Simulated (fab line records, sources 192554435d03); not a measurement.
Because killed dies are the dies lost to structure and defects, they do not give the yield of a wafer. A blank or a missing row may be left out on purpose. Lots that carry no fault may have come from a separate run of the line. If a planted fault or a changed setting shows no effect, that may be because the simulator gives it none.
Chamber matching ; flow n5 finfet ; N5_BEOL_M14_DESCUM_33 on rie diel-03 has 4 sister chambers
The step chemistry O2, time 7.9 s. 4 wafers are shown with their chamber, then 8 later ones without.

== EACH WAFER AND ITS CHAMBER ==
wafer;chamber;showerhead plenum p Torr (Torr)
L082.2;0;2.12
L085.6;2;2.19
L088.6;1;2.20
L092.1;3;2.12

== WAFERS WITH NO CHAMBER GIVEN ==
wafer;showerhead plenum p Torr (Torr)
L092.2;2.20
L092.5;2.20
L095.2;2.12
L095.3;2.20
L095.6;2.12
L097.3;2.11
L097.4;2.19
L097.5;2.18

== EACH ONE'S CHAMBER ==
wafer;from the rows above;in truth
L092.2;1;1
L092.5;1;1
L095.2;can't be placed: 0 or 3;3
L095.3;1;1
L095.6;can't be placed: 0 or 3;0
L097.3;can't be placed: 0 or 3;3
L097.4;2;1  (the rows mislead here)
L097.5;2;2
4 of 8 placed correctly. Cannot be placed on the basis of these rows: 3; the candidates contain the true chamber in 3. 1 placed wrongly.
How it was worked out, from the rows above alone: a wafer's distance from a chamber is the root of the sum, over the readings, of the square of ((its reading less the chamber's mean) divided by the reading's scatter). The wafer belongs to the nearest chamber; if the next one is less than 2 further off, it can't be placed. Each chamber's mean is taken over the wafers shown for it. The scatter: with one shown wafer a chamber, the root of the mean of the squares of how far each hidden wafer lies from its nearest shown one.
